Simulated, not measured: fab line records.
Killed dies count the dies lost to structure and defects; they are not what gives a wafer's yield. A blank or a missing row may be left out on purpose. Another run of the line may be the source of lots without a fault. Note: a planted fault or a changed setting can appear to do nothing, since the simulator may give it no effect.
Split-lot experiment    flow n5Finfet    on a route of 1938 steps: 7 lots, 39 wafers read

## THE SPLIT
At N5_ZERO_LAYER_PECVD_02 (deposits SiO2 from SiH4/N2O, target thk 10 nm, time 6 s), the setting targetThkA was moved away from the recipe's 100 angstrom on 15 of the 39 wafers read, by -12.1% to +13.1%. The other wafers ran this setting at the recipe's value.

The reading is taken at the split's own step.

## THE READING
SiO2_of_ZERO_LAYER_PECVD_02.thkNm (the simulator's own value, which no gauge read), in nm, at N5_ZERO_LAYER_PECVD_02 (deposits SiO2 from SiH4/N2O, target thk 10 nm, time 6 s). No usual value for it is given in the file. The 24 wafers here that ran the recipe average 9.920 nm, standard deviation 0.16 nm.

wafer   tool, chamber at the split  targetThkA as run, angstrom  against the recipe  SiO2_of_ZERO_LAYER_PECVD_02.thkNm, nm  against lot-mates on the recipe
L078.1  pecvd-01, 2                 100                          recipe              9.988                                  -
L078.2  pecvd-01, 0                 87.9                         -12.1%              8.88                                   -1.239
L078.3  pecvd-01, 0                 87.9                         -12.1%              9.05                                   -1.069
L078.4  pecvd-01, 2                 100                          recipe              10.14                                  -
L078.5  pecvd-01, 0                 87.9                         -12.1%              9.097                                  -1.022
L078.6  pecvd-01, 2                 100                          recipe              10.23                                  -
L079.1  pecvd-03, 0                 100                          recipe              9.961                                  -
L079.2  pecvd-03, 1                 100                          recipe              9.792                                  -
L079.5  pecvd-03, 1                 100                          recipe              9.825                                  -
L080.1  pecvd-01, 1                 100                          recipe              9.818                                  -
L080.2  pecvd-01, 2                 100                          recipe              9.892                                  -
L080.3  pecvd-01, 1                 100                          recipe              10.02                                  -
L080.4  pecvd-01, 2                 100                          recipe              9.904                                  -
L080.5  pecvd-01, 1                 100                          recipe              10.01                                  -
L080.6  pecvd-01, 2                 100                          recipe              9.983                                  -
L088.1  pecvd-04, 1                 100                          recipe              9.68                                   -
L088.2  pecvd-04, 0                 94.98                        -5.0%               9.491                                  -0.469
L088.3  pecvd-04, 2                 94.98                        -5.0%               9.42                                   -0.540
L088.4  pecvd-04, 0                 100                          recipe              10.17                                  -
L088.5  pecvd-04, 1                 94.98                        -5.0%               9.556                                  -0.404
L088.6  pecvd-04, 2                 100                          recipe              10.03                                  -
L092.1  pecvd-03, 2                 100                          recipe              9.54                                   -
L092.2  pecvd-03, 0                 100                          recipe              9.923                                  -
L092.3  pecvd-03, 1                 111.4                        +11.4%              10.84                                  +1.031
L092.4  pecvd-03, 1                 111.4                        +11.4%              11.01                                  +1.201
L092.5  pecvd-03, 0                 100                          recipe              9.963                                  -
L092.6  pecvd-03, 2                 111.4                        +11.4%              10.9                                   +1.091
L095.1  pecvd-04, 1                 88.39                        -11.6%              8.569                                  -1.221
L095.2  pecvd-04, 2                 88.39                        -11.6%              8.536                                  -1.254
L095.3  pecvd-04, 2                 100                          recipe              9.651                                  -
L095.4  pecvd-04, 1                 100                          recipe              9.949                                  -
L095.5  pecvd-04, 1                 88.39                        -11.6%              8.706                                  -1.084
L095.6  pecvd-04, 2                 100                          recipe              9.771                                  -
L096.1  pecvd-01, 0                 100                          recipe              9.834                                  -
L096.2  pecvd-01, 1                 113.1                        +13.1%              11.09                                  +1.142
L096.3  pecvd-01, 2                 100                          recipe              10.01                                  -
L096.4  pecvd-01, 0                 100                          recipe              10                                     -
L096.5  pecvd-01, 2                 113.1                        +13.1%              11.38                                  +1.432
L096.6  pecvd-01, 1                 113.1                        +13.1%              11.48                                  +1.532

THE FIT
A straight line over all 39 wafers: SiO2_of_ZERO_LAYER_PECVD_02.thkNm changes by +0.0957 nm for each +1% of targetThkA; r = +0.97; the points scatter about the line by 0.18 nm.
The same after taking each lot's own level away (the mean of its wafers on the recipe; 39 wafers): +0.099 nm for each +1%; r = +0.98; scatter 0.12 nm.
According to that fit, moving targetThkA by its largest amount changes the reading by 1.3 nm.
Across the lots, their own levels run from 9.7903 to 10.1193 nm, a range of 2.1 times the standard deviation given above.
Consequently the slope shifts little with the lot-to-lot level, the two slopes agreeing.
Check: +1.33 nm against its lot-mates is what the line predicts for one of the wafers moved furthest among these (+13.1%) when that wafer is left out of the fit. It came out at +1.14 nm against them.

## THE FILE'S OWN FIT
SiO2_of_ZERO_LAYER_PECVD_02.thkNm changes by +0.099 nm for each +1% of targetThkA, r = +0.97.
